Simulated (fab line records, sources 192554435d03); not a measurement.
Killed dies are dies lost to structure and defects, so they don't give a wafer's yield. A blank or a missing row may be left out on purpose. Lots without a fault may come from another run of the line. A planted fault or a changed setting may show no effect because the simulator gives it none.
One fault seen from 3 desks | flow n5_finfet | each desk has only its own numbers; what lay behind them comes last

THE DEFECT DESK
What the inspections along the route counted, lot by lot: means of the sampled wafers that have a number. A lot is out of limits, marked OUT, if its mean lies more than 4 standard deviations from the usual mean; the brackets give that distance.
Columns: A = raw_defect_count at N5_BEOL_M15_INSPECT_12, usual 1.8
lot  | first seen here | A
L476 | day 12 20:37    | 2.3
L479 | day 13 17:24    | 1.0
L484 | day 15 07:48    | 1.7
L489 | day 16 13:40    | 1.0
L492 | day 17 03:18    | 2.7
L494 | day 17 07:29    | 1.7
This desk's finding: nothing out of limits on any of the 6 lots.

THE TOOL OWNER'S DESK: litho_track-04
The tool's own readings at N5_BEOL_M15_COAT_56 (time 60 s, resist thk 550 nm): means of the sampled wafers that have a number, for each lot that ran on this tool. A lot is out of limits, marked OUT, if its mean lies more than 4 standard deviations from the usual mean; the brackets give that distance.
Columns: A = spin_speed_rpm at N5_BEOL_M15_COAT_56, usual 1500.1 rpm
lot  | first seen here | A
L479 | day 13 18:14    | 1500.4
L484 | day 15 08:22    | 1499.9
L489 | day 16 14:14    | 1297.4 (-99 or more) OUT
L492 | day 17 04:10    | 1297.0 (-99 or more) OUT
This desk's finding: out of limits on L489, L492; first on L489, day 16 14:14 (spin_speed_rpm at N5_BEOL_M15_COAT_56). In limits: L479, L484.

THE METROLOGY DESK
What the gauges read, lot by lot, whatever tool the lot ran on: means of the sampled wafers that have a number. A lot is out of limits, marked OUT, if its mean lies more than 4 standard deviations from the usual mean; the brackets give that distance.
Columns: A = cd_nm at N5_BEOL_M15_CD_MEAS_10, usual 361.5 nm; B = V14_OVL at N5_BEOL_M15_OVL_MEAS_11, usual 6 nm; C = cd_nm at N5_BEOL_M15_CD_MEAS_17, usual 362.7 nm
lot  | first seen here | A     | B  | C
L476 | day 12 20:34    | 361.2 | 3  | 363.3
L479 | day 13 17:21    | 361.8 | 7  | 363.0
L484 | day 15 07:44    | 360.3 | -2 | 361.1
L489 | day 16 13:37    | 364.7 | 7  | 366.3
L492 | day 17 03:15    | 362.9 | 11 | 363.9
L494 | day 17 07:26    | 361.1 | -5 | 361.6
This desk's finding: nothing out of limits on any of the 6 lots.

PUT TOGETHER
The tool owner's desk could have raised an alarm at day 16 14:14, on L489, L492.
The defect desk saw nothing out of limits.
The metrology desk saw nothing out of limits.
The defect desk has L489, L492 on record, within its limits.
The metrology desk has L489, L492 on record, within its limits.
Of the lots named, all ran N5_BEOL_M15_COAT_56 on litho_track-04.

WHAT THE SIMULATOR HAD PUT IN
Process parameter drift: litho_track-04, from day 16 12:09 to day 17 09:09, at N5_BEOL_M15_COAT_56. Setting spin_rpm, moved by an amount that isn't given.
Lots struck among those shown: L489, L492.
Hours from the fault's start to each desk's first reading out of limits: the tool owner's desk, 2.
